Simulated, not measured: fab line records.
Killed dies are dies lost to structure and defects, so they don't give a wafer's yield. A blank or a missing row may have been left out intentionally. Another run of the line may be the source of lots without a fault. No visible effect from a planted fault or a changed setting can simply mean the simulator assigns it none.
Chamber matching || flow n5Finfet || N5_HKMG_FIN_ALD_36 on aldMetal-02 has 4 sister chambers
The step deposits TiN, target thk 1 nm, pulse time 1 s, purge time 3 s. 4 wafers are shown with their chamber, then 7 later ones without.

## WAFERS, EACH WITH ITS CHAMBER
{"wafer": "L277.6", "chamber": 0, "heaterPowerW (W)": 1075}
{"wafer": "L279.5", "chamber": 1, "heaterPowerW (W)": 878}
{"wafer": "L285.1", "chamber": 2, "heaterPowerW (W)": 937}
{"wafer": "L285.2", "chamber": 3, "heaterPowerW (W)": 858}

## WAFERS WITHOUT THEIR CHAMBER
{"wafer": "L285.5", "heaterPowerW (W)": 926}
{"wafer": "L291.2", "heaterPowerW (W)": 889}
{"wafer": "L291.5", "heaterPowerW (W)": 862}
{"wafer": "L291.6", "heaterPowerW (W)": 924}
{"wafer": "L292.1", "heaterPowerW (W)": 941}
{"wafer": "L292.2", "heaterPowerW (W)": 879}
{"wafer": "L292.3", "heaterPowerW (W)": 1062}

## THE CHAMBER EACH PASSED THROUGH
{"wafer": "L285.5", "from the rows above": 2, "in truth": 2}
{"wafer": "L291.2", "from the rows above": 1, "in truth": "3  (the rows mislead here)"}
{"wafer": "L291.5", "from the rows above": "can't be placed: 3 or 1", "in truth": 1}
{"wafer": "L291.6", "from the rows above": 2, "in truth": 2}
{"wafer": "L292.1", "from the rows above": 2, "in truth": 2}
{"wafer": "L292.2", "from the rows above": 1, "in truth": 1}
{"wafer": "L292.3", "from the rows above": 0, "in truth": 0}
Placed correctly: 5 of 7. Can't be placed from these rows: 1 (the true chamber is among the candidates in 1). 1 placed wrongly.
How it was worked out, from the rows above alone: a wafer's distance from a chamber is the root of the sum, over the readings, of the square of ((its reading less the chamber's mean) divided by the reading's scatter). The wafer belongs to the nearest chamber; if the next one is less than 2 further off, it can't be placed. A chamber's mean is the mean of its shown wafers. The scatter: with one shown wafer a chamber, the root of the mean of the squares of how far each hidden wafer lies from its nearest shown one.
